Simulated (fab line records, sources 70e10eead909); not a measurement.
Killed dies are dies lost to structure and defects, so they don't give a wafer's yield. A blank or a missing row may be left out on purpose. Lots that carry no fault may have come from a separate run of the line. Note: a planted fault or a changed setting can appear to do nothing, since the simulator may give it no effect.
Code-filled problem report in 8D (eight disciplines) form ; flow nand_harc ; the parts of the form that need people (team, actions taken, sign-off) are left out

== 1. PROBLEM STATEMENT ==
Mean of killed_dies at NHARC_END_SORT_01: 583 across 3 wafers in 2 lots; on wafers with no fault it is 66 (standard deviation 23). Relative to the usual mean, that is a shift of +22 standard deviations.
The first sign was on wafer L595.1 at day 28 21:35, on prober-02. Wafers with a number at this step in the record: 6, from 2 lots. The rule behind "out" and "out of limits": a value lying over 4 standard deviations away from the usual mean. The rest of the wafers with a number are treated as sound.

== 2. WHAT IT IS, AND WHAT IT ISN'T ==
question;is;is not
which readings at this step;killed_dies, killed_at_array;killed_at_other, killed_at_periphery, killed_open, killed_short
which lots;L595, L596;-
which wafers of those lots;L595.1, L595.6, L596.1;L595.3, L596.2, L596.4
read on which gauges;prober-01, prober-02;-
when;from day 28 21:35;"up to then (0 sound wafers); but 3 sound wafers of L595, L596 came after"

== 3. THE SUSPECTS, EACH WITH WHAT RULES IT OUT ==
Counting: any tool at a process step up to the reading remains a suspect provided it ran every lot that is out. Sound lots after the first of them don't rule it out here, since some wafers of a struck lot are sound.
- ruled out: the gauge at NHARC_END_SORT_01. 2 gauges (prober-01, prober-02) read the wafers that are out.
- pecvd-04 at NHARC_A_SGD_CUT_DEP_00 (deposits SiNx, target thk 50 nm): kept. It ran every lot that is out, first L595 (day 23 19:05).
After counting, what remains is pecvd-04 at NHARC_A_SGD_CUT_DEP_00.

== 4. THE CAUSE (what the simulator had put in) ==
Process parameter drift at NHARC_A_SGD_CUT_DEP_00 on pecvd-04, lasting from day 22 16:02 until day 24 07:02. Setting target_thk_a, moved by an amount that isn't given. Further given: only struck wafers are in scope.
Counting left only this tool.

== 5. THE CHAIN OF EFFECTS, in route order ==
Each row: a reading where the mean over the struck wafers with a number is more than 3 standard deviations away from the usual. Readings are gone through only where the record gives a usual standard deviation; hours: the median, over the lots, of the time from a lot's start at the first step in this table giving one to that lot's start at this step; sigmas: the change measured in usual standard deviations.
hours;step;reading;usual;on struck wafers;change;sigmas
0;NHARC_END_SORT_01;killed_at_array;61;580;+519;+22
0;NHARC_END_SORT_01;killed_dies;66;583;+517;+22

== 6. WHAT WOULD HAVE CAUGHT IT SOONER ==
Counted from the fault's start at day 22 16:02, it took 150 hours until the first out-of-limits reading at a measuring or inspecting step in this record, taken at day 28 21:35.
Of the tool readings at NHARC_A_SGD_CUT_DEP_00 for which the record gives a usual standard deviation, none was out on any struck wafer, so an alarm limit of 4 standard deviations on them would not have fired.
Each of the lots that are out, 2 in all, had begun NHARC_A_SGD_CUT_DEP_00 on pecvd-04 no later than day 28 21:35. A hold on the tool at that time would have spared none of them.
